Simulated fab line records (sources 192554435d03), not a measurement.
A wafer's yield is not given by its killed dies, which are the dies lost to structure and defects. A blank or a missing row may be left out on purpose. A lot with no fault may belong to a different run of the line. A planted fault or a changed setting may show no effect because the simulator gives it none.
Code-filled problem report in 8D (eight disciplines) form -- flow n5Finfet -- the parts of the form that need people (team, actions taken, sign-off) are left out

## 1. THE PROBLEM
At N5_BEOL_M2_COAT_61, spinSpeedRpm averages 1419.7 rpm over 6 wafers from 2 lots, while fault-free wafers read 1500.3 rpm, standard deviation 0.99. That puts it -81 standard deviations away from the usual mean.
The step: time 60 s, resist thk 60 nm.
The first sign was on wafer L209.1 at day 7 20:27, on lithoTrack-02. The record has a number at this step for 12 wafers belonging to 4 lots. Rule for "out" (also "out of limits"): further than 4 standard deviations from the usual mean. The other wafers with a number count as sound.

## 2. WHAT IT IS; WHAT IT IS NOT
question,is,is not
which readings at this step,spinSpeedRpm,dispensePressureKPa
which lots,"L209, L212","L207, L223"
which wafers of those lots,all that have a number,-
read on which tools,lithoTrack-02,lithoTrack-05
when,from day 7 20:27,up to then (3 sound wafers); but 3 sound wafers of L223 came after

## 3. THE SUSPECTS, EACH WITH WHAT RULES IT OUT
Counting: any tool at a process step up to the reading is kept as a suspect provided that every lot that is out went through it and no sound lot did after the first of them.
- lithoTrack-02 at N5_BEOL_M2_COAT_61 (time 60 s, resist thk 60 nm): kept. It ran every lot that is out, first L209 (day 7 20:27), and no sound lot after that; its last sound lot up to then is L207 (day 6 19:22). On those wafers its own readings are out: spinSpeedRpm.
The count leaves lithoTrack-02 at N5_BEOL_M2_COAT_61.

## 4. THE CAUSE (what the simulator had put in)
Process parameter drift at N5_BEOL_M2_COAT_61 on lithoTrack-02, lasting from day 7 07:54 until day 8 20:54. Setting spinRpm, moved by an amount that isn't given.
The count eliminated every tool but this one.

## 5. THE EFFECT CHAIN, in route order
Each row: a reading where the mean over the struck wafers with a number is more than 3 standard deviations away from the usual. Only readings whose record carries a usual standard deviation are examined. hours: median over the lots of the time between each lot's start at the first step of this table that gives one and its start at this step. sigmas: the change, counted in usual standard deviations.
hours,step,reading,usual,on struck wafers,change,sigmas
0,N5_BEOL_M2_COAT_61,spinSpeedRpm,1500.3 rpm,1419.7,-80.6,-81
Process steps it contains:
- N5_BEOL_M2_COAT_61: time 60 s, resist thk 60 nm.
Later steps that measure or inspect, where all struck wafers having a row at the step show a number for every such reading and not one has moved that far: N5_BEOL_M4_RC_MEAS_101.

## 6. HOW IT WOULD HAVE BEEN CAUGHT EARLIER
In this record the first reading out of limits was taken at day 7 20:27, 13 hours after the fault began at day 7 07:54.
